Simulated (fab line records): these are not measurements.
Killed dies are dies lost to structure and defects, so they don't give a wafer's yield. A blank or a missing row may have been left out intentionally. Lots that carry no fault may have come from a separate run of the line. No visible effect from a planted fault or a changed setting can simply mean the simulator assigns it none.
Which tool is to blame? | flow nand harc | Sampling: 13 lots, 38 wafers, 5 of 1302 route steps

== WHAT THE GAUGES READ, wafer by wafer ==
NHARC_END_SORT_01.
lot  | measured     | on        | killed at array | killed at other | killed at periphery | killed dies | killed open | killed short
L839 | day 24 12:20 | prober-01 | 86 101 78       | 0 0 0           | 6 5 4               | 92 106 82   | 5 3 4       | 6 2 2
L841 | day 25 05:31 | prober-02 | 68 81 87        | 0 0 0           | 4 2 0               | 72 83 87    | 2 3 4       | 4 2 3
L842 | day 25 12:31 | prober-02 | 85 82 82        | 0 0 0           | 3 3 5               | 88 85 87    | 5 6 5       | 3 2 0
L844 | day 26 13:35 | prober-02 | 61 60 55        | 1 1 1           | 6 1 1               | 68 62 57    | 5 2 4       | 2 4 3
L846 | day 27 08:58 | prober-01 | 70 47 48        | 0 0 0           | 0 3 0               | 70 50 48    | 1 7 0       | 2 3 0
L847 | day 28 12:52 | prober-02 | 57 58 54        | 1 3 2           | 10 8 7              | 68 69 63    | 2 7 4       | 1 2 2
L850 | day 29 10:19 | prober-01 | 85 68 77        | 1 1 0           | 1 2 4               | 87 71 81    | 2 3 4       | 3 2 3
L851 | day 29 18:07 | prober-01 | 21 37 39        | 0 1 0           | 2 2 5               | 23 40 44    | 1 4 2       | 1 1 5
L849 | day 30 02:42 | prober-02 | 67 67 61        | 0 0 1           | 4 3 2               | 71 70 64    | 6 5 0       | 0 4 2
L853 | day 30 13:25 | prober-01 | 40 38 51        | 0 0 0           | 4 7 7               | 44 45 58    | 4 3 5       | 1 0 6
L860 | day 33 13:08 | prober-02 | 48 199 44       | 2 4 2           | 10 4 5              | 60 207 51   | 2 4 1       | 2 1 1
L861 | day 33 11:26 | prober-01 | 184 68 64       | 0 0 0           | 1 3 3               | 185 71 67   | 6 2 5       | 1 2 3

== EACH LOT AND THE TOOL THAT RAN IT (in order: tool; ch and the chambers of the sampled wafers; start) ==
lot  | NHARC_A_STAIRCASE_ETCH_192                    | NHARC_A_STAIRCASE_ETCH_194         | NHARC_A_STAIRCASE_ETCH_201                    | NHARC_A_STAIRCASE_STRIP_205
L839 | rie diel-10 ch 1,2,3, day 15 23:22 or earlier | rie diel-10 ch 0,1,2, day 15 23:22 | rie diel-08 ch 1,2,3, day 16 01:13 or earlier | plasma asher-02 ch 0,1, day 16 01:13
L841 | rie diel-03 ch 0,2,3, day 16 15:24 or earlier | rie diel-03 ch 1,2,3, day 16 15:24 | rie diel-03 ch 1,2,3, day 16 16:43 or earlier | plasma asher-02 ch 0,1, day 16 16:43
L842 | rie diel-08 ch 0,1, day 16 22:00 or earlier   | rie diel-08 ch 0,2, day 16 22:00   | rie diel-08 ch 0,1,3, day 16 23:30 or earlier | plasma asher-02 ch 0,1, day 16 23:30
L844 | rie diel-03 ch 1,3, day 18 06:46 or earlier   | rie diel-03 ch 2,3, day 18 06:46   | rie diel-03 ch 1,2,3, day 18 08:10 or earlier | plasma asher-02 ch 0,1, day 18 08:10
L846 | rie diel-03 ch 2,3, day 19 02:05 or earlier   | rie diel-03 ch 0,2, day 19 02:05   | rie diel-08 ch 2,3, day 19 03:26 or earlier   | plasma asher-02 ch 0,1, day 19 03:26
L847 | rie diel-08 ch 2,3, day 19 19:02 or earlier   | rie diel-08 ch 1,2, day 19 19:02   | rie diel-03 ch 2,3, day 19 20:43 or earlier   | plasma asher-01 ch 0,1, day 19 20:43
L850 | rie diel-10 ch 0,2,3, day 20 13:45 or earlier | rie diel-10 ch 0,1,2, day 20 13:45 | rie diel-10 ch 0,2,3, day 20 15:16 or earlier | plasma asher-02 ch 0,1, day 20 15:16
L851 | rie diel-08 ch 1,3, day 20 15:01 or earlier   | rie diel-08 ch 0,3, day 20 15:01   | rie diel-10 ch 0,2,3, day 20 16:16 or earlier | plasma asher-02 ch 0,1, day 20 16:16
L849 | rie diel-10 ch 2,3, day 20 20:09 or earlier   | rie diel-10 ch 0,3, day 20 20:09   | rie diel-08 ch 0,1,2, day 20 21:23 or earlier | plasma asher-01 ch 0,1, day 20 21:23
L853 | rie diel-10 ch 0,2,3, day 22 05:38 or earlier | rie diel-10 ch 0,3, day 22 05:38   | rie diel-08 ch 0,2, day 22 06:52 or earlier   | plasma asher-02 ch 0,1, day 22 06:52
L858 | rie diel-03 ch 0,3, day 23 18:34 or earlier   | rie diel-03 ch 1,3, day 23 18:34   | rie diel-03 ch 0,1, day 23 20:29 or earlier   | plasma asher-01 ch 0,1, day 23 20:29
L860 | rie diel-03 ch 2,3, day 25 00:10 or earlier   | rie diel-03 ch 1,2, day 25 00:10   | rie diel-03 ch 0,3, day 25 01:48 or earlier   | plasma asher-02 ch 0,1, day 25 01:48
L861 | rie diel-03 ch 0,3, day 25 01:05 or earlier   | rie diel-03 ch 1,3, day 25 01:05   | rie diel-08 ch 0,1,2, day 25 02:20 or earlier | plasma asher-02 ch 0, day 25 02:20
- NHARC_A_STAIRCASE_ETCH_192: etches the open film in C4F8/O2, target depth 100 nm, time 40.5 s.
- NHARC_A_STAIRCASE_ETCH_194: etches the open film in C4F8/O2, target depth 100 nm, time 40.5 s.
- NHARC_A_STAIRCASE_ETCH_201: etches the open film in C4F8/O2, target depth 100 nm, time 40.5 s.
- NHARC_A_STAIRCASE_STRIP_205: strips in O2.

== WHAT THE TOOLS THEMSELVES READ (means of the sampled wafers that have a number; where no wafer has one, the mark that the record gives instead) ==
NHARC_A_STAIRCASE_ETCH_192.
lot  | tool        | oes product au (a.u.) | rf vpp V (V) | run length s (s)
L839 | rie diel-10 | 0.945                 | 891          | 61.3
L841 | rie diel-03 | 0.937                 | 895          | 62.1
L842 | rie diel-08 | 0.957                 | 901          | 62.2
L844 | rie diel-03 | 0.919                 | 894          | 61.9
L846 | rie diel-03 | 0.933                 | 889          | 61.9
L847 | rie diel-08 | 0.955                 | 896          | 61.9
L850 | rie diel-10 | 0.942                 | 898          | 61.5
L851 | rie diel-08 | 0.943                 | 895          | 62.6
L849 | rie diel-10 | 0.934                 | 898          | 61.0
L853 | rie diel-10 | 0.941                 | 897          | 61.5
L858 | rie diel-03 | 0.948                 | 898          | 62.3
L860 | rie diel-03 | 0.929                 | 899          | 62.1
L861 | rie diel-03 | 0.935                 | 897          | 62.2

NHARC_A_STAIRCASE_ETCH_194.
lot  | tool        | oes product au (a.u.) | rf vpp V (V) | run length s (s)
L839 | rie diel-10 | 0.938                 | 893          | 61.6
L841 | rie diel-03 | 0.939                 | 891          | 62.0
L842 | rie diel-08 | 0.945                 | 900          | 62.2
L844 | rie diel-03 | 0.927                 | 892          | 62.0
L846 | rie diel-03 | 0.935                 | 897          | 62.1
L847 | rie diel-08 | 0.956                 | 900          | 61.9
L850 | rie diel-10 | 0.933                 | 892          | 61.5
L851 | rie diel-08 | 0.946                 | 892          | 62.6
L849 | rie diel-10 | 0.933                 | 901          | 61.6
L853 | rie diel-10 | 0.949                 | 897          | 61.9
L858 | rie diel-03 | 0.938                 | 892          | 66.6
L860 | rie diel-03 | 0.934                 | 894          | 65.0
L861 | rie diel-03 | 0.933                 | 892          | 65.1

NHARC_A_STAIRCASE_ETCH_201.
lot  | tool        | oes product au (a.u.) | rf vpp V (V) | run length s (s)
L839 | rie diel-08 | 0.957                 | 897          | 62.1
L841 | rie diel-03 | 0.943                 | 890          | 61.9
L842 | rie diel-08 | 0.944                 | 896          | 62.5
L844 | rie diel-03 | 0.929                 | 890          | 62.0
L846 | rie diel-08 | 0.947                 | 892          | 62.2
L847 | rie diel-03 | 0.920                 | 893          | 62.1
L850 | rie diel-10 | 0.929                 | 898          | 61.8
L851 | rie diel-10 | 0.932                 | 898          | 61.5
L849 | rie diel-08 | 0.936                 | 900          | 62.2
L853 | rie diel-08 | 0.956                 | 900          | 62.3
L858 | rie diel-03 | 0.944                 | 894          | 62.2
L860 | rie diel-03 | 0.932                 | 897          | 62.1
L861 | rie diel-08 | 0.958                 | 899          | 62.1

NHARC_A_STAIRCASE_STRIP_205.
lot  | tool            | drypump motor current A (A) | heater power w (W)
L839 | plasma asher-02 | 6.1                         | 325
L841 | plasma asher-02 | 6.2                         | 326
L842 | plasma asher-02 | 6.1                         | 323
L844 | plasma asher-02 | 6.4                         | 347
L846 | plasma asher-02 | 6.4                         | 341
L847 | plasma asher-01 | 5.7                         | 364
L850 | plasma asher-02 | 6.2                         | 329
L851 | plasma asher-02 | 6.4                         | 346
L849 | plasma asher-01 | 5.7                         | 349
L853 | plasma asher-02 | 6.1                         | 327
L858 | plasma asher-01 | 5.7                         | 332
L860 | plasma asher-02 | 6.1                         | 330
L861 | plasma asher-02 | 6.6                         | 359

== THE ANSWER, worked out from the rows above alone ==
Rule: the lots themselves supply what counts as usual. Put in order of their means at a reading, lots are off if they are a third of the lots or fewer, leave a main group of 4 or more, and stand apart from it by a gap of 3 or more times the standard deviation of the main group's means; of several such gaps the widest counts. The tables above print the reading to a certain number of digits; a main group whose means all agree to those digits is not used. A lot without any number at a reading at which 4 lots or more have one is off too. The other lots that the step has rows for count as sound. Order of review: gauges by route order, followed by the tools' own readings, for which a lot's mean as printed above is used. At the first step where some lot is off, the reading lying furthest off is the one used; lots without a number count as furthest.
Off at NHARC_A_STAIRCASE_ETCH_194 (run length s): L858, L860, L861. Mean 61.9 s and standard deviation 0.31 in the main group.
A tool fits if, at that step or a process step before it, it ran every lot that is off, and no sound lot after the first of them. NHARC_A_STAIRCASE_ETCH_192 gives no start for some lots, so the hours and the order of its lots are those of NHARC_A_STAIRCASE_ETCH_194. One fits: rie diel-03 at NHARC_A_STAIRCASE_ETCH_192 and NHARC_A_STAIRCASE_ETCH_194. At NHARC_A_STAIRCASE_ETCH_192 its last sound lot is L846 (day 19 02:05), its first lot that is off L858 (day 23 18:34): a fault that began between those two fits.

== WHAT THE SIMULATOR HAD PUT IN ==
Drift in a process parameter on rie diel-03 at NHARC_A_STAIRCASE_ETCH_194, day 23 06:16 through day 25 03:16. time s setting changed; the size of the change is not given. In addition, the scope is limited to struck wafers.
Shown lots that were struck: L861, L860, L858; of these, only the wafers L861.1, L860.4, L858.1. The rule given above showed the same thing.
